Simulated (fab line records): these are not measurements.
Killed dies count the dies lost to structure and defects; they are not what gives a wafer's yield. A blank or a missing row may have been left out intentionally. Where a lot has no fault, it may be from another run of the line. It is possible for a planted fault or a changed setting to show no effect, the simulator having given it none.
Which tool is to blame? || flow nand-harc || Sampling: 12 lots, 36 wafers, 6 of 1302 route steps

WHAT THE GAUGES SHOWED, per wafer
NHARC_A_ONON_D1_THK_MEAS_24: measures by ellipsometry.
{"lot": "L899", "measured": "day 8 07:54", "on": "film-metro-02", "thk-nm (nm)": "995 996 995"}
{"lot": "L901", "measured": "day 9 01:50", "on": "film-metro-02", "thk-nm (nm)": "993 989 991"}
{"lot": "L902", "measured": "day 9 10:28", "on": "film-metro-02", "thk-nm (nm)": "999 995 997"}
{"lot": "L903", "measured": "day 10 03:02", "on": "film-metro-02", "thk-nm (nm)": "1014 1015 1013"}
{"lot": "L905", "measured": "day 11 00:02", "on": "film-metro-02", "thk-nm (nm)": "1005 1005 1004"}
{"lot": "L906", "measured": "day 11 00:01", "on": "film-metro-02", "thk-nm (nm)": "999 1000 1001"}
{"lot": "L908", "measured": "day 12 04:25", "on": "film-metro-02", "thk-nm (nm)": "995 995 997"}
{"lot": "L910", "measured": "day 12 21:29", "on": "film-metro-02", "thk-nm (nm)": "1480 1481 1479"}
{"lot": "L914", "measured": "day 14 16:36", "on": "film-metro-01", "thk-nm (nm)": "1004 1002 1003"}
{"lot": "L913", "measured": "day 14 16:37", "on": "film-metro-02", "thk-nm (nm)": "1464 1465 1466"}
{"lot": "L919", "measured": "day 16 10:44", "on": "film-metro-02", "thk-nm (nm)": "1008 1008 1009"}
{"lot": "L921", "measured": "day 17 14:13", "on": "film-metro-01", "thk-nm (nm)": "1022 1020 1022"}

NHARC_END_SORT_01.
{"lot": "L910", "measured": "day 29 04:56", "on": "prober-01", "killed-at-array": "676 676 673", "killed-at-other": "0 1 1", "killed-at-periphery": "1 0 3", "killed-dies": "677 677 677", "killed-open": "5 4 9", "killed-short": "0 4 3"}
{"lot": "L913", "measured": "day 30 08:52", "on": "prober-01", "killed-at-array": "677 674 676", "killed-at-other": "0 0 0", "killed-at-periphery": "0 3 1", "killed-dies": "677 677 677", "killed-open": "3 4 3", "killed-short": "1 0 3"}

TOOL THAT RAN EACH LOT (tool first, then ch and the chambers of the sampled wafers, then the start)
{"lot": "L899", "NHARC_P_BONDPAD_DEGAS_25": "pvd-sputter-03, day 6 16:14", "NHARC_A_ZERO_WELL_DESCUM_12": "rie-diel-04 ch 1,3, day 6 19:20", "NHARC_A_ZERO_WELL_RTA_16": "rtp-anneal-02 ch 0, day 6 20:26", "NHARC_A_ONON_D1_DEP_22": "pecvd-onon-02 ch 0, day 8 07:23"}
{"lot": "L901", "NHARC_P_BONDPAD_DEGAS_25": "pvd-sputter-02, day 7 09:25", "NHARC_A_ZERO_WELL_DESCUM_12": "rie-diel-03 ch 0,1,3, day 7 12:30", "NHARC_A_ZERO_WELL_RTA_16": "rtp-anneal-02 ch 0, day 7 13:36", "NHARC_A_ONON_D1_DEP_22": "pecvd-onon-04 ch 0, day 9 01:20"}
{"lot": "L902", "NHARC_P_BONDPAD_DEGAS_25": "pvd-sputter-02, day 7 20:46", "NHARC_A_ZERO_WELL_DESCUM_12": "rie-diel-04 ch 0,3, day 7 23:49", "NHARC_A_ZERO_WELL_RTA_16": "rtp-anneal-01 ch 0, day 8 01:01", "NHARC_A_ONON_D1_DEP_22": "pecvd-onon-02 ch 0, day 9 10:08"}
{"lot": "L903", "NHARC_P_BONDPAD_DEGAS_25": "pvd-sputter-03, day 8 12:19", "NHARC_A_ZERO_WELL_DESCUM_12": "rie-diel-03 ch 0,2,3, day 8 15:22", "NHARC_A_ZERO_WELL_RTA_16": "rtp-anneal-02 ch 0, day 8 16:31", "NHARC_A_ONON_D1_DEP_22": "pecvd-onon-01 ch 0, day 10 02:38"}
{"lot": "L905", "NHARC_P_BONDPAD_DEGAS_25": "pvd-sputter-01, day 9 11:03", "NHARC_A_ZERO_WELL_DESCUM_12": "rie-diel-03 ch 0,2,3, day 9 14:08", "NHARC_A_ZERO_WELL_RTA_16": "rtp-anneal-01 ch 0, day 9 15:19", "NHARC_A_ONON_D1_DEP_22": "pecvd-onon-04 ch 0, day 10 23:41"}
{"lot": "L906", "NHARC_P_BONDPAD_DEGAS_25": "pvd-sputter-03, day 9 11:14", "NHARC_A_ZERO_WELL_DESCUM_12": "rie-diel-04 ch 0,2,3, day 9 14:23", "NHARC_A_ZERO_WELL_RTA_16": "rtp-anneal-02 ch 0, day 9 15:29", "NHARC_A_ONON_D1_DEP_22": "pecvd-onon-01 ch 0, day 10 23:34"}
{"lot": "L908", "NHARC_P_BONDPAD_DEGAS_25": "pvd-sputter-02, day 10 13:22", "NHARC_A_ZERO_WELL_DESCUM_12": "rie-diel-04 ch 0,2,3, day 10 16:32", "NHARC_A_ZERO_WELL_RTA_16": "rtp-anneal-01 ch 0, day 10 17:38", "NHARC_A_ONON_D1_DEP_22": "pecvd-onon-02 ch 0, day 12 03:55"}
{"lot": "L910", "NHARC_P_BONDPAD_DEGAS_25": "pvd-sputter-03, day 11 08:12", "NHARC_A_ZERO_WELL_DESCUM_12": "rie-diel-04 ch 0,2,3, day 11 11:19", "NHARC_A_ZERO_WELL_RTA_16": "rtp-anneal-01 ch 0, day 11 12:25", "NHARC_A_ONON_D1_DEP_22": "pecvd-onon-02 ch 0, day 12 20:59"}
{"lot": "L914", "NHARC_P_BONDPAD_DEGAS_25": "pvd-sputter-01, day 13 00:29", "NHARC_A_ZERO_WELL_DESCUM_12": "rie-diel-04 ch 1,2,3, day 13 03:37", "NHARC_A_ZERO_WELL_RTA_16": "rtp-anneal-02 ch 0, day 13 04:44", "NHARC_A_ONON_D1_DEP_22": "pecvd-onon-01 ch 0, day 14 16:09"}
{"lot": "L913", "NHARC_P_BONDPAD_DEGAS_25": "pvd-sputter-03, day 13 01:28", "NHARC_A_ZERO_WELL_DESCUM_12": "rie-diel-04 ch 1,2, day 13 04:34", "NHARC_A_ZERO_WELL_RTA_16": "rtp-anneal-01 ch 0, day 13 05:40", "NHARC_A_ONON_D1_DEP_22": "pecvd-onon-02 ch 0, day 14 16:06"}
{"lot": "L919", "NHARC_P_BONDPAD_DEGAS_25": "pvd-sputter-01, day 14 19:01", "NHARC_A_ZERO_WELL_DESCUM_12": "rie-diel-04 ch 0,1,2, day 14 22:07", "NHARC_A_ZERO_WELL_RTA_16": "rtp-anneal-01 ch 0, day 14 23:13", "NHARC_A_ONON_D1_DEP_22": "pecvd-onon-01 ch 0, day 16 10:13"}
{"lot": "L921", "NHARC_P_BONDPAD_DEGAS_25": "pvd-sputter-02, day 15 22:51", "NHARC_A_ZERO_WELL_DESCUM_12": "rie-diel-03 ch 0,1,2, day 16 01:57", "NHARC_A_ZERO_WELL_RTA_16": "rtp-anneal-02 ch 0, day 16 03:02", "NHARC_A_ONON_D1_DEP_22": "pecvd-onon-04 ch 0, day 17 13:42"}
- NHARC_P_BONDPAD_DEGAS_25: time 60 s.
- NHARC_A_ZERO_WELL_DESCUM_12: chemistry O2, time 3 s.
- NHARC_A_ZERO_WELL_RTA_16: time 10 s.
- NHARC_A_ONON_D1_DEP_22: target thk 1000 nm.

AS READ BY THE TOOLS THEMSELVES (means over the sampled wafers that have a number; for cases with no such wafer, the mark the record gives instead)
NHARC_P_BONDPAD_DEGAS_25.
{"lot": "L899", "tool": "pvd-sputter-03", "heater-power-w (W)": 436}
{"lot": "L901", "tool": "pvd-sputter-02", "heater-power-w (W)": 480}
{"lot": "L902", "tool": "pvd-sputter-02", "heater-power-w (W)": 478}
{"lot": "L903", "tool": "pvd-sputter-03", "heater-power-w (W)": 454}
{"lot": "L905", "tool": "pvd-sputter-01", "heater-power-w (W)": 454}
{"lot": "L906", "tool": "pvd-sputter-03", "heater-power-w (W)": 431}
{"lot": "L908", "tool": "pvd-sputter-02", "heater-power-w (W)": 480}
{"lot": "L910", "tool": "pvd-sputter-03", "heater-power-w (W)": 459}
{"lot": "L914", "tool": "pvd-sputter-01", "heater-power-w (W)": 474}
{"lot": "L913", "tool": "pvd-sputter-03", "heater-power-w (W)": 455}
{"lot": "L919", "tool": "pvd-sputter-01", "heater-power-w (W)": 433}
{"lot": "L921", "tool": "pvd-sputter-02", "heater-power-w (W)": 492}

NHARC_A_ZERO_WELL_DESCUM_12.
{"lot": "L899", "tool": "rie-diel-04", "chamber-pressure-mTorr (mTorr)": 59.97, "drypump-motor-current-A (A)": 5.56, "oes-product-au (a.u.)": 0.994, "rf-vpp-V (V)": 58.4, "showerhead-plenum-p-Torr (Torr)": 2.00, "throttle-valve-pct (%)": 11.309}
{"lot": "L901", "tool": "rie-diel-03", "chamber-pressure-mTorr (mTorr)": 60.04, "drypump-motor-current-A (A)": 5.88, "oes-product-au (a.u.)": 0.999, "rf-vpp-V (V)": 58.2, "showerhead-plenum-p-Torr (Torr)": 1.90, "throttle-valve-pct (%)": 11.312}
{"lot": "L902", "tool": "rie-diel-04", "chamber-pressure-mTorr (mTorr)": 60.00, "drypump-motor-current-A (A)": 5.50, "oes-product-au (a.u.)": 1.006, "rf-vpp-V (V)": 57.6, "showerhead-plenum-p-Torr (Torr)": 1.98, "throttle-valve-pct (%)": 11.313}
{"lot": "L903", "tool": "rie-diel-03", "chamber-pressure-mTorr (mTorr)": 60.04, "drypump-motor-current-A (A)": 5.92, "oes-product-au (a.u.)": 1.008, "rf-vpp-V (V)": 57.7, "showerhead-plenum-p-Torr (Torr)": 1.95, "throttle-valve-pct (%)": 11.314}
{"lot": "L905", "tool": "rie-diel-03", "chamber-pressure-mTorr (mTorr)": 59.99, "drypump-motor-current-A (A)": 5.90, "oes-product-au (a.u.)": 0.998, "rf-vpp-V (V)": 57.3, "showerhead-plenum-p-Torr (Torr)": 1.95, "throttle-valve-pct (%)": 11.315}
{"lot": "L906", "tool": "rie-diel-04", "chamber-pressure-mTorr (mTorr)": 59.98, "drypump-motor-current-A (A)": 5.59, "oes-product-au (a.u.)": 1.001, "rf-vpp-V (V)": 58.6, "showerhead-plenum-p-Torr (Torr)": 1.92, "throttle-valve-pct (%)": 11.312}
{"lot": "L908", "tool": "rie-diel-04", "chamber-pressure-mTorr (mTorr)": 60.02, "drypump-motor-current-A (A)": 5.58, "oes-product-au (a.u.)": 1.005, "rf-vpp-V (V)": 57.8, "showerhead-plenum-p-Torr (Torr)": 1.92, "throttle-valve-pct (%)": 11.304}
{"lot": "L910", "tool": "rie-diel-04", "chamber-pressure-mTorr (mTorr)": 60.06, "drypump-motor-current-A (A)": 5.60, "oes-product-au (a.u.)": 1.011, "rf-vpp-V (V)": 57.1, "showerhead-plenum-p-Torr (Torr)": 1.92, "throttle-valve-pct (%)": 11.314}
{"lot": "L914", "tool": "rie-diel-04", "chamber-pressure-mTorr (mTorr)": 60.05, "drypump-motor-current-A (A)": 5.65, "oes-product-au (a.u.)": 0.997, "rf-vpp-V (V)": 56.6, "showerhead-plenum-p-Torr (Torr)": 1.93, "throttle-valve-pct (%)": 11.306}
{"lot": "L913", "tool": "rie-diel-04", "chamber-pressure-mTorr (mTorr)": 59.98, "drypump-motor-current-A (A)": 5.72, "oes-product-au (a.u.)": 0.991, "rf-vpp-V (V)": 56.8, "showerhead-plenum-p-Torr (Torr)": 1.86, "throttle-valve-pct (%)": 11.315}
{"lot": "L919", "tool": "rie-diel-04", "chamber-pressure-mTorr (mTorr)": 59.98, "drypump-motor-current-A (A)": 5.69, "oes-product-au (a.u.)": 1.001, "rf-vpp-V (V)": 57.9, "showerhead-plenum-p-Torr (Torr)": 1.85, "throttle-valve-pct (%)": 11.309}
{"lot": "L921", "tool": "rie-diel-03", "chamber-pressure-mTorr (mTorr)": 60.01, "drypump-motor-current-A (A)": 6.00, "oes-product-au (a.u.)": 1.002, "rf-vpp-V (V)": 57.1, "showerhead-plenum-p-Torr (Torr)": 1.88, "throttle-valve-pct (%)": 11.305}

NHARC_A_ZERO_WELL_RTA_16.
{"lot": "L899", "tool": "rtp-anneal-02", "anneal-temp-c-max": 1003.3, "lamp-power-pct (%)": 35.1, "lamp_zone_1_pct (%)": 35.1, "lamp_zone_6_pct (%)": 35.0, "wafer_temp_C_max": 1005.5}
{"lot": "L901", "tool": "rtp-anneal-02", "anneal-temp-c-max": 1004.5, "lamp-power-pct (%)": 35.0, "lamp_zone_1_pct (%)": 35.1, "lamp_zone_6_pct (%)": 35.0, "wafer_temp_C_max": 1006.9}
{"lot": "L902", "tool": "rtp-anneal-01", "anneal-temp-c-max": 1003.5, "lamp-power-pct (%)": 30.5, "lamp_zone_1_pct (%)": 30.5, "lamp_zone_6_pct (%)": 30.4, "wafer_temp_C_max": 1002.2}
{"lot": "L903", "tool": "rtp-anneal-02", "anneal-temp-c-max": 1004.9, "lamp-power-pct (%)": 35.0, "lamp_zone_1_pct (%)": 35.1, "lamp_zone_6_pct (%)": 35.0, "wafer_temp_C_max": 1007.6}
{"lot": "L905", "tool": "rtp-anneal-01", "anneal-temp-c-max": 1004.5, "lamp-power-pct (%)": 30.5, "lamp_zone_1_pct (%)": 30.5, "lamp_zone_6_pct (%)": 30.4, "wafer_temp_C_max": 1002.8}
{"lot": "L906", "tool": "rtp-anneal-02", "anneal-temp-c-max": 1003.8, "lamp-power-pct (%)": 35.0, "lamp_zone_1_pct (%)": 35.1, "lamp_zone_6_pct (%)": 35.0, "wafer_temp_C_max": 1006.6}
{"lot": "L908", "tool": "rtp-anneal-01", "anneal-temp-c-max": 1004.4, "lamp-power-pct (%)": 30.5, "lamp_zone_1_pct (%)": 30.5, "lamp_zone_6_pct (%)": 30.4, "wafer_temp_C_max": 1002.3}
{"lot": "L910", "tool": "rtp-anneal-01", "anneal-temp-c-max": 1004.0, "lamp-power-pct (%)": 30.5, "lamp_zone_1_pct (%)": 30.5, "lamp_zone_6_pct (%)": 30.5, "wafer_temp_C_max": 1002.2}
{"lot": "L914", "tool": "rtp-anneal-02", "anneal-temp-c-max": 1003.8, "lamp-power-pct (%)": 35.0, "lamp_zone_1_pct (%)": 35.0, "lamp_zone_6_pct (%)": 35.0, "wafer_temp_C_max": 1006.0}
{"lot": "L913", "tool": "rtp-anneal-01", "anneal-temp-c-max": 1003.9, "lamp-power-pct (%)": 30.5, "lamp_zone_1_pct (%)": 30.5, "lamp_zone_6_pct (%)": 30.4, "wafer_temp_C_max": 1002.8}
{"lot": "L919", "tool": "rtp-anneal-01", "anneal-temp-c-max": 1003.8, "lamp-power-pct (%)": 30.5, "lamp_zone_1_pct (%)": 30.5, "lamp_zone_6_pct (%)": 30.4, "wafer_temp_C_max": 1002.5}
{"lot": "L921", "tool": "rtp-anneal-02", "anneal-temp-c-max": 1003.3, "lamp-power-pct (%)": 35.1, "lamp_zone_1_pct (%)": 35.1, "lamp_zone_6_pct (%)": 35.0, "wafer_temp_C_max": 1007.1}

THE ANSWER, worked out from the rows above alone
Rule: the lots themselves supply what counts as usual. The widest of any qualifying gaps counts: lots, ordered by their means at a reading, are off when they make up no more than a third of the lots, leave a main group of 4 or more, and stand apart from it by 3 or more times the standard deviation of that group's means. A main group whose means are all the same, to the digits that the tables above print for the reading, isn't used. A lot without any number at a reading at which 4 lots or more have one is off too. All remaining lots with rows at the step are treated as sound. After the gauges, taken in route order, come the tools' own readings; for these a lot's mean is taken, as printed above. The first step at which some lot is off is used, and at that step the reading that is off furthest; a lot without a number counts as furthest.
Off at NHARC_A_ONON_D1_THK_MEAS_24 (thk-nm): L910, L913. The main group has a mean of 1003 nm with a standard deviation of 8.9.
If a tool, at a process step before that reading, ran all the lots that are off and no sound lot after the first of them, it fits. Those tools and the gauges at NHARC_A_ONON_D1_THK_MEAS_24 are tried in the same way. 2 tools fit, pvd-sputter-03 at NHARC_P_BONDPAD_DEGAS_25 and pecvd-onon-02 at NHARC_A_ONON_D1_DEP_22, so this cannot tell which one it is.

WHAT THE SIMULATOR PUT IN
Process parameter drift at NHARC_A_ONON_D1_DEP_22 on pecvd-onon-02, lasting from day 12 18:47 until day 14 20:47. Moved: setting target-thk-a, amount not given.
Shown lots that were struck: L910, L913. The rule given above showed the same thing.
